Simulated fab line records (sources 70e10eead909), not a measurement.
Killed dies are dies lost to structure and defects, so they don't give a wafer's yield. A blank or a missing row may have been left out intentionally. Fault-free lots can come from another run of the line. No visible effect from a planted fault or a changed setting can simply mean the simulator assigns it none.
Matching of chambers    flow nand_harc    NHARC_A_STAIRCASE_CMP_450 on cmp-01 has 4 sister chambers
The step polishes SiO2, target thk 200 nm. 8 wafers are shown with their chamber, then 9 later ones without.

WAFERS PAIRED WITH THEIR CHAMBERS
wafer   chamber  motor_current_A (A)
L087.2  3        13.4
L088.5  2        11.8
L090.3  2        11.9
L090.4  3        13.2
L090.6  1        11.8
L091.3  0        16.0
L091.4  1        11.4
L091.6  0        15.3

WAFERS WITHOUT THEIR CHAMBER
wafer   motor_current_A (A)
L093.2  14.0
L093.5  12.6
L093.6  12.1
L094.2  11.8
L094.4  12.1
L094.6  13.2
L097.2  12.3
L097.4  12.7
L097.6  16.1

EACH ONE'S CHAMBER
wafer   from the rows above           in truth
L093.2  3                             3
L093.5  can't be placed: 3 or 2 or 1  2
L093.6  can't be placed: 2 or 1       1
L094.2  can't be placed: 2 or 1       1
L094.4  can't be placed: 2 or 1       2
L094.6  3                             3
L097.2  can't be placed: 2 or 1 or 3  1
L097.4  can't be placed: 3 or 2 or 1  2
L097.6  0                             0
Correct placement for 3 of the 9. Can't be placed from these rows: 6 (the true chamber is among the candidates in 6). Placed wrongly: 0.
How it was worked out, from the rows above alone: a wafer's distance from a chamber is the root of the sum, over the readings, of the square of ((its reading less the chamber's mean) divided by the reading's scatter). The wafer belongs to the nearest chamber; if the next one is less than 2 further off, it can't be placed. A chamber's mean is the mean of its shown wafers. The scatter is the square root of a quotient: the sum, over the shown wafers, of each reading's squared deviation from its chamber's mean, divided by wafers minus chambers.
